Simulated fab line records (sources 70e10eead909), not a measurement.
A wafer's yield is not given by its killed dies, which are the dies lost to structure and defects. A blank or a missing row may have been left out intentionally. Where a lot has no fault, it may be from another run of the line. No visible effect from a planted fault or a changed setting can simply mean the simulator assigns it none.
Which tool did it? | flow nand harc | Sampling: 6 lots, 18 wafers, 3 of 1302 route steps

WHAT THE GAUGES READ, wafer by wafer
NHARC_A_M0_CD_MEAS_09 targets a cd of 80 nm.
lot  | measured     | on        | cd nm (nm)
L173 | day 23 10:22 | cd sem-02 | 80.3 80.1 80.5
L180 | day 25 18:41 | cd sem-02 | 81.3 79.1 81.1
L188 | day 28 16:07 | cd sem-03 | 79.6 78.9 78.9
L189 | day 29 12:38 | cd sem-02 | 80.3 79.9 79.1
L196 | day 31 13:26 | cd sem-01 | 79.1 79.6 80.5
L195 | day 32 07:26 | cd sem-02 | 81.1 80.6 79.9

EACH LOT AND THE TOOL THAT RAN IT (in order: tool; ch and the chambers of the sampled wafers; start)
lot  | NHARC_A_BLC_CMP_25            | NHARC_A_M0_PEB_07
L173 | cmp-04 ch 1,2,3, day 23 09:11 | litho track-06 ch 0, day 23 10:17
L180 | cmp-02 ch 0,1, day 25 17:24   | litho track-04 ch 0, day 25 18:37
L188 | cmp-04 ch 0,1,3, day 28 14:48 | litho track-06 ch 0, day 28 16:02
L189 | cmp-02 ch 0,1, day 29 11:20   | litho track-06 ch 0, day 29 12:34
L196 | cmp-04 ch 1,2,3, day 31 12:08 | litho track-06 ch 0, day 31 13:21
L195 | cmp-04 ch 0,1,3, day 32 06:20 | litho track-04 ch 0, day 32 07:21
- NHARC_A_BLC_CMP_25: polishes, t overpolish 30 s, target thk 150 nm.
- NHARC_A_M0_PEB_07: peb time 65 s.

THE ANSWER, worked out from the rows above alone
Rule: usual is defined by the lots themselves. The widest of any qualifying gaps counts: lots, ordered by their means at a reading, are off when they make up no more than a third of the lots, leave a main group of 4 or more, and stand apart from it by 3 or more times the standard deviation of that group's means. A main group is skipped when, at the precision printed for the reading in the tables above, its means are all equal. Also off: a lot with no number at a reading for which 4 or more lots have one. Where the step has rows for the other lots, those lots are counted as sound.
Across all readings shown, no lot is off: no conclusion can be drawn from this.

WHAT HAD BEEN PUT IN BY THE SIMULATOR
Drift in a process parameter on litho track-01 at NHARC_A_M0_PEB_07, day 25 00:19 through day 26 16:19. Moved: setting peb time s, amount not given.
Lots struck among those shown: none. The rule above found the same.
